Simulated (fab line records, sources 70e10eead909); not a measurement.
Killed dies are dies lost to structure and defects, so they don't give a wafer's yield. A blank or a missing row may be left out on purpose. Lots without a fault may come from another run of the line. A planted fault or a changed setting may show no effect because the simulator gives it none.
Which tool did it? | flow nand_harc | 18 lots, 54 wafers sampled, at 2 steps of a route of 1302

WHAT THE GAUGES READ, wafer by wafer
NHARC_A_SGD_CUT_THK_MEAS_22: measures by ellipsometry. Usual: thk_nm 148.0 nm, standard deviation 1.6.
lot  | measured     | on            | thk_nm (nm)       | flag
L075 | day 19 21:36 | film_metro-02 | 150.8 145.7 146.5 |
L074 | day 20 07:22 | film_metro-01 | 148.8 148.3 149.7 |
L076 | day 20 07:22 | film_metro-02 | 149.5 148.0 148.1 |
L080 | day 22 05:00 | film_metro-02 | 147.5 147.4 149.8 |
L079 | day 22 05:00 | film_metro-02 | 147.7 146.2 149.4 |
L082 | day 22 05:00 | film_metro-01 | 146.6 147.3 150.0 |
L081 | day 22 05:09 | film_metro-01 | 149.1 145.4 149.0 |
L085 | day 23 11:59 | film_metro-01 | 147.4 147.7 145.3 |
L083 | day 23 11:59 | film_metro-02 | 149.6 147.4 146.5 |
L084 | day 23 12:08 | film_metro-02 | 152.3 147.6 150.8 |
L086 | day 24 17:20 | film_metro-01 | 145.5 147.3 146.4 |
L088 | day 25 15:11 | film_metro-01 | 149.2 149.7 149.8 |
L087 | day 25 15:11 | film_metro-01 | 147.0 149.0 148.5 |
L089 | day 25 15:11 | film_metro-02 | 147.2 148.1 149.0 |
L090 | day 25 15:20 | film_metro-02 | 150.8 150.4 148.3 |
L091 | day 26 20:19 | film_metro-02 | 145.3 146.6 150.4 |
L096 | day 29 00:25 | film_metro-01 | 146.5 144.4 148.4 |
L097 | day 29 06:08 | film_metro-01 | 146.4 146.1 147.9 |

WHICH TOOL RAN EACH LOT (tool, then ch and the chambers of the sampled wafers, then the start)
lot  | NHARC_A_SGD_CUT_ETCH_15
L075 | rie_diel-10 ch 1,2,3, day 19 21:36 or earlier
L074 | rie_diel-08 ch 0,3, day 20 07:22 or earlier
L076 | rie_diel-08 ch 0,2,3, day 20 07:22 or earlier
L080 | rie_diel-08 ch 2,3, day 22 05:00 or earlier
L079 | rie_diel-10 ch 0,3, day 22 05:00 or earlier
L082 | rie_diel-10 ch 0,1,2, day 22 05:00 or earlier
L081 | rie_diel-08 ch 1,3, day 22 05:09 or earlier
L085 | rie_diel-08 ch 2,3, day 23 11:59 or earlier
L083 | rie_diel-09 ch 2,3, day 23 11:59 or earlier
L084 | rie_diel-09 ch 1,3, day 23 12:08 or earlier
L086 | rie_diel-08 ch 0,2, day 24 17:20 or earlier
L088 | rie_diel-10 ch 0,2,3, day 25 15:11 or earlier
L087 | rie_diel-09 ch 0,1,3, day 25 15:11 or earlier
L089 | rie_diel-09 ch 0,1,2, day 25 15:11 or earlier
L090 | rie_diel-09 ch 0,1, day 25 15:20 or earlier
L091 | rie_diel-08 ch 1,3, day 26 20:19 or earlier
L096 | rie_diel-09 ch 0,3, day 29 00:25 or earlier
L097 | rie_diel-08 ch 1,2,3, day 29 06:08 or earlier
- NHARC_A_SGD_CUT_ETCH_15: etches the open film in CH3F/O2, target depth 75 nm, time 64.3 s.

WHAT THE TOOLS THEMSELVES READ (means of the sampled wafers that have a number; where no wafer has one, the mark that the record gives instead)
NHARC_A_SGD_CUT_ETCH_15. Usual: bias_w 100.00 W, standard deviation 0.29; drypump_motor_current_A 5.4 A, standard deviation 0.47; oes_product_au 0.958 a.u., standard deviation 0.018; rf_fwd_power_W 495.6 W, standard deviation 2; rf_vpp_V 264.0 V, standard deviation 1.4; showerhead_plenum_p_Torr 2.46 Torr, standard deviation 0.083; throttle_valve_pct 20.663 %, standard deviation 0.0097.
lot  | tool        | bias_w (W) | drypump_motor_current_A (A) | oes_product_au (a.u.) | rf_fwd_power_W (W) | rf_vpp_V (V) | showerhead_plenum_p_Torr (Torr) | throttle_valve_pct (%) | flag
L075 | rie_diel-10 | 100.23     | 5.3                         | 0.959                 | 496.1              | 263.2        | 2.41                            | 20.670                 |
L074 | rie_diel-08 | 100.36     | 5.3                         | 0.958                 | 497.0              | 263.3        | 2.41                            | 20.660                 |
L076 | rie_diel-08 | 99.83      | 5.2                         | 0.954                 | 496.3              | 263.2        | 2.44                            | 20.664                 |
L080 | rie_diel-08 | 100.19     | 5.2                         | 0.951                 | 496.9              | 263.8        | 2.49                            | 20.662                 |
L079 | rie_diel-10 | 99.83      | 5.0                         | 0.912                 | 495.6              | 262.7        | 2.37                            | 20.661                 |
L082 | rie_diel-10 | 99.91      | 5.4                         | 0.934                 | 494.4              | 263.9        | 2.47                            | 20.668                 |
L081 | rie_diel-08 | 99.82      | 5.1                         | 0.967                 | 497.6              | 263.6        | 2.40                            | 20.664                 |
L085 | rie_diel-08 | 99.82      | 5.2                         | 0.961                 | 497.3              | 264.7        | 2.49                            | 20.664                 |
L083 | rie_diel-09 | 100.04     | 5.1                         | 0.962                 | 495.5              | 263.8        | 2.49                            | 20.659                 |
L084 | rie_diel-09 | 99.69      | 5.4                         | 0.964                 | 493.6              | 263.7        | 2.48                            | 20.658                 |
L086 | rie_diel-08 | 100.01     | 4.9                         | 0.976                 | 495.0              | 264.0        | 2.42                            | 20.671                 |
L088 | rie_diel-10 | 99.80      | 5.2                         | 0.961                 | 495.3              | 264.1        | 2.42                            | 20.674                 |
L087 | rie_diel-09 | 99.73      | 5.7                         | 0.958                 | 496.2              | 264.0        | 2.51                            | 20.657                 |
L089 | rie_diel-09 | 99.97      | 5.9                         | 0.940                 | 492.4              | 265.4        | 2.56                            | 20.669                 |
L090 | rie_diel-09 | 100.23     | 5.9                         | 0.951                 | 497.3              | 266.0        | 2.55                            | 20.663                 |
L091 | rie_diel-08 | 99.97      | 5.3                         | 0.982                 | 496.4              | 263.4        | 2.45                            | 20.666                 |
L096 | rie_diel-09 | 100.14     | 5.1                         | 0.946                 | 495.7              | 263.8        | 2.46                            | 20.673                 |
L097 | rie_diel-08 | 100.06     | 5.1                         | 0.977                 | 496.3              | 264.0        | 2.43                            | 20.656                 |

THE ANSWER, worked out from the rows above alone
Rule: a lot is off if the mean of its wafers that have a number lies more than 3 standard deviations from the usual mean. A lot without any number at a reading at which 4 lots or more have one is off too. The other lots that the step has rows for count as sound. The gauges are gone through in route order, then the tools' own readings, and for those a lot's mean is taken as printed above. The first step at which some lot is off is used, and at that step the reading that is off furthest; a lot without a number counts as furthest.
No lot is off at any reading shown: from this, nothing can be told.

WHAT THE SIMULATOR HAD PUT IN
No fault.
